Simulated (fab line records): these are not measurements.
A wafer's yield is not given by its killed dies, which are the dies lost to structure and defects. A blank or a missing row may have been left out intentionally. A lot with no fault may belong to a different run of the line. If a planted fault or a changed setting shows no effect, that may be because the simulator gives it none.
Split-lot trial || flow n5Finfet || route with 1938 steps; 7 lots, 21 wafers read

== ON THE SPLIT ==
At N5_BEOL_M7_DESCUM_33 (chemistry O2, time 7 s), the setting timeS was moved away from the recipe's 7 s on 7 of the 21 wafers read, by -21.2% to +19.5%. This setting was run at the recipe's value on the other wafers.

There is no step in the file separating the split from the reading.

== THE READING ==
CAR-EUV_of_BEOL_M7_COAT_22.thkNm (the simulator's own value, which no gauge read), in nm, at N5_BEOL_M7_ETCH_72 (etches underlayer in N2/H2, target depth 6.5 nm, time 5.2 s). There is no usual value for it anywhere in the file. Here, 14 wafers ran the recipe; their average is 20.3 nm with a standard deviation of 0.096 nm.

{"wafer": "L075.1", "tool, chamber at the split": "rieDiel-06, 2", "timeS as run, s": 7, "against the recipe": "recipe", "CAR-EUV_of_BEOL_M7_COAT_22.thkNm, nm": 20.4, "against lot-mates on the recipe": "-"}
{"wafer": "L075.3", "tool, chamber at the split": "rieDiel-06, 3", "timeS as run, s": 7, "against the recipe": "recipe", "CAR-EUV_of_BEOL_M7_COAT_22.thkNm, nm": 20.4, "against lot-mates on the recipe": "-"}
{"wafer": "L075.6", "tool, chamber at the split": "rieDiel-06, 2", "timeS as run, s": 5.516, "against the recipe": "-21.2%", "CAR-EUV_of_BEOL_M7_COAT_22.thkNm, nm": 21.2, "against lot-mates on the recipe": "+0.8"}
{"wafer": "L076.4", "tool, chamber at the split": "rieDiel-02, 0,2", "timeS as run, s": 7.655, "against the recipe": "+9.4%", "CAR-EUV_of_BEOL_M7_COAT_22.thkNm, nm": 20, "against lot-mates on the recipe": -0.4}
{"wafer": "L076.5", "tool, chamber at the split": "rieDiel-02, 0,2", "timeS as run, s": 7.655, "against the recipe": "+9.4%", "CAR-EUV_of_BEOL_M7_COAT_22.thkNm, nm": 20.2, "against lot-mates on the recipe": -0.2}
{"wafer": "L076.6", "tool, chamber at the split": "rieDiel-02, 1", "timeS as run, s": 7, "against the recipe": "recipe", "CAR-EUV_of_BEOL_M7_COAT_22.thkNm, nm": 20.4, "against lot-mates on the recipe": "-"}
{"wafer": "L078.2", "tool, chamber at the split": "rieDiel-06, 0", "timeS as run, s": 7, "against the recipe": "recipe", "CAR-EUV_of_BEOL_M7_COAT_22.thkNm, nm": 20.4, "against lot-mates on the recipe": "-"}
{"wafer": "L078.3", "tool, chamber at the split": "rieDiel-06, 0", "timeS as run, s": 7, "against the recipe": "recipe", "CAR-EUV_of_BEOL_M7_COAT_22.thkNm, nm": 20.2, "against lot-mates on the recipe": "-"}
{"wafer": "L078.5", "tool, chamber at the split": "rieDiel-06, 3", "timeS as run, s": 7.842, "against the recipe": "+12.0%", "CAR-EUV_of_BEOL_M7_COAT_22.thkNm, nm": 19.8, "against lot-mates on the recipe": -0.5}
{"wafer": "L082.1", "tool, chamber at the split": "rieDiel-06, 3,0,0", "timeS as run, s": 7, "against the recipe": "recipe", "CAR-EUV_of_BEOL_M7_COAT_22.thkNm, nm": 20.2, "against lot-mates on the recipe": "-"}
{"wafer": "L082.3", "tool, chamber at the split": "rieDiel-06, 3,0,0", "timeS as run, s": 7, "against the recipe": "recipe", "CAR-EUV_of_BEOL_M7_COAT_22.thkNm, nm": 20.4, "against lot-mates on the recipe": "-"}
{"wafer": "L082.4", "tool, chamber at the split": "rieDiel-06, 3,0,0", "timeS as run, s": 7, "against the recipe": "recipe", "CAR-EUV_of_BEOL_M7_COAT_22.thkNm, nm": 20.4, "against lot-mates on the recipe": "-"}
{"wafer": "L083.2", "tool, chamber at the split": "rieDiel-02, 3,1", "timeS as run, s": 7, "against the recipe": "recipe", "CAR-EUV_of_BEOL_M7_COAT_22.thkNm, nm": 20.4, "against lot-mates on the recipe": "-"}
{"wafer": "L083.6", "tool, chamber at the split": "rieDiel-02, 2", "timeS as run, s": 7, "against the recipe": "recipe", "CAR-EUV_of_BEOL_M7_COAT_22.thkNm, nm": 20.4, "against lot-mates on the recipe": "-"}
{"wafer": "L083.4", "tool, chamber at the split": "rieDiel-02, 3,1", "timeS as run, s": 7, "against the recipe": "recipe", "CAR-EUV_of_BEOL_M7_COAT_22.thkNm, nm": 20.2, "against lot-mates on the recipe": "-"}
{"wafer": "L087.3", "tool, chamber at the split": "rieDiel-06, 3", "timeS as run, s": 7.977, "against the recipe": "+14.0%", "CAR-EUV_of_BEOL_M7_COAT_22.thkNm, nm": 19.6, "against lot-mates on the recipe": -0.7}
{"wafer": "L087.5", "tool, chamber at the split": "rieDiel-06, 0,1", "timeS as run, s": 7, "against the recipe": "recipe", "CAR-EUV_of_BEOL_M7_COAT_22.thkNm, nm": 20.2, "against lot-mates on the recipe": "-"}
{"wafer": "L087.6", "tool, chamber at the split": "rieDiel-06, 0,1", "timeS as run, s": 7, "against the recipe": "recipe", "CAR-EUV_of_BEOL_M7_COAT_22.thkNm, nm": 20.4, "against lot-mates on the recipe": "-"}
{"wafer": "L089.2", "tool, chamber at the split": "rieDiel-04, 0", "timeS as run, s": 7, "against the recipe": "recipe", "CAR-EUV_of_BEOL_M7_COAT_22.thkNm, nm": 20.2, "against lot-mates on the recipe": "-"}
{"wafer": "L089.3", "tool, chamber at the split": "rieDiel-04, 0", "timeS as run, s": 8.363, "against the recipe": "+19.5%", "CAR-EUV_of_BEOL_M7_COAT_22.thkNm, nm": 19.6, "against lot-mates on the recipe": -0.6}
{"wafer": "L089.6", "tool, chamber at the split": "rieDiel-04, 0", "timeS as run, s": 8.363, "against the recipe": "+19.5%", "CAR-EUV_of_BEOL_M7_COAT_22.thkNm, nm": 19.6, "against lot-mates on the recipe": -0.6}
Rows listing several chambers each stand for several wafers; the file does not say which wafer went through which chamber.

FIT RESULTS
A straight line over all 21 wafers: CAR-EUV_of_BEOL_M7_COAT_22.thkNm changes by -0.0396 nm for each +1% of timeS; r = -0.96; the points scatter about the line by 0.11 nm.
The same after taking each lot's own level away (the mean of its wafers on the recipe; 21 wafers): -0.0359 nm for each +1%; r = -0.96; scatter 0.098 nm.
On that fit, the largest move of timeS shifts the reading by 0.76 nm.
Across the lots, their own levels run from 20.20 to 20.40 nm, a range of 2.1 times the standard deviation given above.
So the slope is not independent of the lot-to-lot level: the two fits are not the same.
Check: with one of the wafers moved furthest among these (-21.2%) left out of the fit, the line predicts +0.736 nm for it against its lot-mates. Against them it came out at +0.8 nm.

== THE OTHER SPLITS THESE WAFERS WENT THROUGH ==
These wafers also went through other splits before the reading. Each is held against what the fit with the lots' levels taken away leaves over:
{"other split on the same wafers": "N5_BEOL_M5_ILD_DEP_00 timeS", "wafers away from the commonest value": 7, "r with CAR-EUV_of_BEOL_M7_COAT_22.thkNm (lot level and that fit taken away)": -0.33}
{"other split on the same wafers": "N5_BEOL_M5_ETCH_41 sourceW", "wafers away from the commonest value": 5, "r with CAR-EUV_of_BEOL_M7_COAT_22.thkNm (lot level and that fit taken away)": "+0.07"}
{"other split on the same wafers": "N5_BEOL_M6_ETCH_66 sourceW", "wafers away from the commonest value": 10, "r with CAR-EUV_of_BEOL_M7_COAT_22.thkNm (lot level and that fit taken away)": -0.18}
{"other split on the same wafers": "N5_BEOL_M6_TRENCH_ETCH_37 sourceW", "wafers away from the commonest value": 4, "r with CAR-EUV_of_BEOL_M7_COAT_22.thkNm (lot level and that fit taken away)": "+0.06"}

== THE WHOLE CHAIN: every reading that the file lists as answering this split, in the file's order ==
{"step": "N5_BEOL_M7_DESCUM_33", "what it does": "chemistry O2, time 7 s", "reading": "CAR-EUV_of_BEOL_M7_COAT_22.thkNm (the simulator's own value, which no gauge read)", "change (the file's fit)": "-0.0431 nm for each +1% of the setting", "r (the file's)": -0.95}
{"step": "N5_BEOL_M7_ETCH_72", "what it does": "etches underlayer in N2/H2, target depth 6.5 nm, time 5.2 s", "reading": "CAR-EUV_of_BEOL_M7_COAT_22.thkNm (the simulator's own value, which no gauge read)", "change (the file's fit)": "-0.0376 nm for each +1% of the setting", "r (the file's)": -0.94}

== FILE'S OWN FIT ==
CAR-EUV_of_BEOL_M7_COAT_22.thkNm changes by -0.0376 nm for each +1% of timeS, r = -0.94.
